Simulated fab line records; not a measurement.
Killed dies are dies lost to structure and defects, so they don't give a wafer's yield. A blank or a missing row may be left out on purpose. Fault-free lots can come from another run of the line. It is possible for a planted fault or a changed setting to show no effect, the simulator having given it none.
Chamber matching | flow nand_harc | NHARC_A_CONTACT_ETCH_92 on rie_diel-03: 4 sister chambers
The step etches the open film in CH3F/O2, target depth 40 nm, time 85.7 s. 17 wafers are shown with their chamber, then 8 later ones without.

WAFERS PAIRED WITH THEIR CHAMBERS
wafer  | chamber | showerhead_plenum_p_Torr (Torr) | drypump_motor_current_A (A) | rf_vpp_V (V)
L758.3 | 1       | 2.28                            | 5.32                        | 242.0
L758.5 | 2       | 2.58                            | 5.17                        | 246.9
L758.6 | 3       | 2.53                            | 5.68                        | 246.2
L761.2 | 1       | 2.28                            | 5.31                        | 241.7
L761.3 | 0       | 2.57                            | 5.65                        | 247.6
L761.5 | 2       | 2.58                            | 5.15                        | 246.1
L763.1 | 2       | 2.57                            | 5.15                        | 245.7
L763.5 | 0       | 2.56                            | 5.71                        | 247.1
L763.6 | 3       | 2.53                            | 5.66                        | 245.9
L764.2 | 2       | 2.57                            | 5.15                        | 245.9
L764.3 | 0       | 2.56                            | 5.63                        | 245.0
L764.5 | 0       | 2.56                            | 5.66                        | 245.6
L765.2 | 3       | 2.53                            | 5.65                        | 245.9
L765.3 | 2       | 2.57                            | 5.17                        | 246.5
L765.4 | 1       | 2.28                            | 5.28                        | 241.5
L768.1 | 0       | 2.56                            | 5.67                        | 246.1
L768.2 | 2       | 2.57                            | 5.17                        | 244.6

SIGNATURES (means of the wafers above)
reading                  | chamber 0 | chamber 1 | chamber 2 | chamber 3 | scatter within a chamber
showerhead_plenum_p_Torr | 2.5620    | 2.2800    | 2.5733    | 2.5300    | 0.00405
drypump_motor_current_A  | 5.6640    | 5.3033    | 5.1600    | 5.6633    | 0.0205
rf_vpp_V                 | 246.280   | 241.733   | 245.950   | 246.000   | 0.777
Rule: a wafer lies at a distance from a chamber equal to the root of the sum of squares, over the readings, of (its reading less the chamber's mean, divided by the reading's scatter). The wafer belongs to the nearest chamber; if the next one is less than 2 further off, it can't be placed. The scatter: take each reading less its chamber's mean, square it, sum over the shown wafers, divide by the number of wafers less the number of chambers, and take the root.

WAFERS WITHOUT THEIR CHAMBER
wafer  | showerhead_plenum_p_Torr (Torr) | drypump_motor_current_A (A) | rf_vpp_V (V)
L768.6 | 2.27                            | 5.32                        | 241.4
L776.2 | 2.66                            | 5.30                        | 248.4
L776.4 | 2.57                            | 5.14                        | 246.9
L774.2 | 2.55                            | 5.68                        | 246.3
L774.6 | 2.66                            | 5.29                        | 246.1
L781.1 | 2.65                            | 5.31                        | 248.1
L781.2 | 2.56                            | 5.14                        | 246.0
L781.5 | 2.65                            | 5.31                        | 247.5

WHICH CHAMBER EACH ONE RAN IN
wafer  | from the rows above     | in truth
L768.6 | 1                       | 1
L776.2 | 2                       | 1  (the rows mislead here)
L776.4 | 2                       | 2
L774.2 | can't be placed: 0 or 3 | 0
L774.6 | 2                       | 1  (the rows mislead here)
L781.1 | 2                       | 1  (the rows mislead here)
L781.2 | 2                       | 2
L781.5 | 2                       | 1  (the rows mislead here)
Placed correctly: 3 of 8. Unplaceable from these rows: 1, with the true chamber sitting among the candidates in 1. Placed wrongly: 4.
